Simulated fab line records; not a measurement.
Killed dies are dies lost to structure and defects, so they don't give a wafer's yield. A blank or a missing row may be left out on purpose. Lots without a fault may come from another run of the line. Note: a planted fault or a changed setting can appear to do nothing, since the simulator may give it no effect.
Chamber matching + flow n5-finfet + 4 sister chambers for N5_BEOL_M10_ETCH_65 on rie-diel-01
The step etches SiARC in CF4, target depth 39 nm, time 65 s. 14 wafers are shown with their chamber, then 6 later ones without.

== EACH WAFER AND ITS CHAMBER ==
| wafer  | chamber | drypump-motor-current-A (A) | throttle-valve-pct (%) | showerhead-plenum-p-Torr (Torr) |
|--------|---------|-----------------------------|------------------------|---------------------------------|
| L197.1 | 0       | 6.5                         | 15.27                  | 2.26                            |
| L197.2 | 1       | 5.4                         | 15.96                  | 2.13                            |
| L197.4 | 2       | 5.3                         | 15.56                  | 2.19                            |
| L198.2 | 2       | 5.3                         | 15.59                  | 2.19                            |
| L198.5 | 3       | 5.4                         | 15.77                  | 2.16                            |
| L198.6 | 2       | 5.3                         | 15.59                  | 2.19                            |
| L202.1 | 0       | 6.5                         | 15.29                  | 2.25                            |
| L202.2 | 1       | 5.3                         | 16.00                  | 2.13                            |
| L202.6 | 0       | 6.5                         | 15.29                  | 2.25                            |
| L210.2 | 2       | 5.3                         | 15.63                  | 2.18                            |
| L210.3 | 3       | 5.4                         | 15.82                  | 2.15                            |
| L210.4 | 0       | 6.5                         | 15.34                  | 2.24                            |
| L212.2 | 1       | 5.4                         | 16.03                  | 2.12                            |
| L212.3 | 3       | 5.4                         | 15.84                  | 2.15                            |

SIGNATURES (means of the wafers above)
| reading                  | chamber 0 | chamber 1 | chamber 2 | chamber 3 | scatter within a chamber |
|--------------------------|-----------|-----------|-----------|-----------|--------------------------|
| drypump-motor-current-A  | 6.500     | 5.367     | 5.300     | 5.400     | 0.0258                   |
| throttle-valve-pct       | 15.2975   | 15.9967   | 15.5925   | 15.8100   | 0.032                    |
| showerhead-plenum-p-Torr | 2.2500    | 2.1267    | 2.1875    | 2.1533    | 0.00639                  |
Rule: a wafer lies at a distance from a chamber equal to the root of the sum of squares, over the readings, of (its reading less the chamber's mean, divided by the reading's scatter). The wafer belongs to the nearest chamber; if the next one is less than 2 further off, it can't be placed. How the scatter is found: for the shown wafers, subtract from each reading the mean of its chamber, square and add these, divide the total by (wafers less chambers), then take the root.

== WAFERS WITHOUT THEIR CHAMBER ==
| wafer  | drypump-motor-current-A (A) | throttle-valve-pct (%) | showerhead-plenum-p-Torr (Torr) |
|--------|-----------------------------|------------------------|---------------------------------|
| L212.4 | 6.5                         | 15.32                  | 2.24                            |
| L217.5 | 5.4                         | 15.87                  | 2.15                            |
| L217.6 | 6.5                         | 15.37                  | 2.24                            |
| L218.1 | 5.3                         | 15.64                  | 2.18                            |
| L218.4 | 6.5                         | 15.36                  | 2.24                            |
| L218.6 | 5.4                         | 15.84                  | 2.15                            |

== WHICH CHAMBER EACH ONE RAN IN ==
| wafer  | from the rows above | in truth |
|--------|---------------------|----------|
| L212.4 | 0                   | 0        |
| L217.5 | 3                   | 3        |
| L217.6 | 0                   | 0        |
| L218.1 | 2                   | 2        |
| L218.4 | 0                   | 0        |
| L218.6 | 3                   | 3        |
Correctly placed: 6 of 6. From these rows, 0 cannot be placed. Placed wrongly: 0.
